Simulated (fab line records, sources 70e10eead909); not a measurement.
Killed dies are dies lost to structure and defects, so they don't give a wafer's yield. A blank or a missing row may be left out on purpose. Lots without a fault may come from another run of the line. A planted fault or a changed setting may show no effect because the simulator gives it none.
Chamber matching | flow nand_harc | NHARC_A_CHANNEL_HOLE_D1_DEP_01 on pecvd-04: 3 sister chambers
The step deposits SiON, target thk 140 nm. 14 wafers are shown with their chamber, then 7 later ones without.

WAFERS WITH THEIR CHAMBER
wafer  | chamber | heater_power_w (W)
L436.4 | 0       | 595
L436.5 | 1       | 755
L436.6 | 2       | 904
L439.1 | 0       | 554
L439.2 | 1       | 762
L439.6 | 1       | 755
L441.2 | 2       | 823
L441.5 | 2       | 838
L441.6 | 1       | 810
L443.2 | 0       | 675
L443.4 | 1       | 759
L443.6 | 2       | 815
L448.1 | 2       | 869
L448.2 | 0       | 588

SIGNATURES (means of the wafers above)
reading        | chamber 0 | chamber 1 | chamber 2 | scatter within a chamber
heater_power_w | 603.00    | 768.20    | 849.80    | 37.5
Rule: a wafer's distance from a chamber is the root of the sum, over the readings, of the square of ((its reading less the chamber's mean) divided by the reading's scatter). The wafer belongs to the nearest chamber; if the next one is less than 2 further off, it can't be placed. The scatter: the root of (the sum of the squares of (reading less its chamber's mean) over the shown wafers, divided by (wafers less chambers)).

WAFERS WITHOUT THEIR CHAMBER
wafer  | heater_power_w (W)
L448.6 | 569
L451.1 | 913
L451.2 | 572
L451.4 | 745
L452.1 | 938
L452.3 | 609
L452.6 | 679

WHICH CHAMBER EACH WENT THROUGH
wafer  | from the rows above     | in truth
L448.6 | 0                       | 0
L451.1 | 2                       | 2
L451.2 | 0                       | 0
L451.4 | 1                       | 1
L452.1 | 2                       | 2
L452.3 | 0                       | 0
L452.6 | can't be placed: 0 or 1 | 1
Placed correctly: 6 of 7. Can't be placed from these rows: 1 (the true chamber is among the candidates in 1). Placed wrongly: 0.
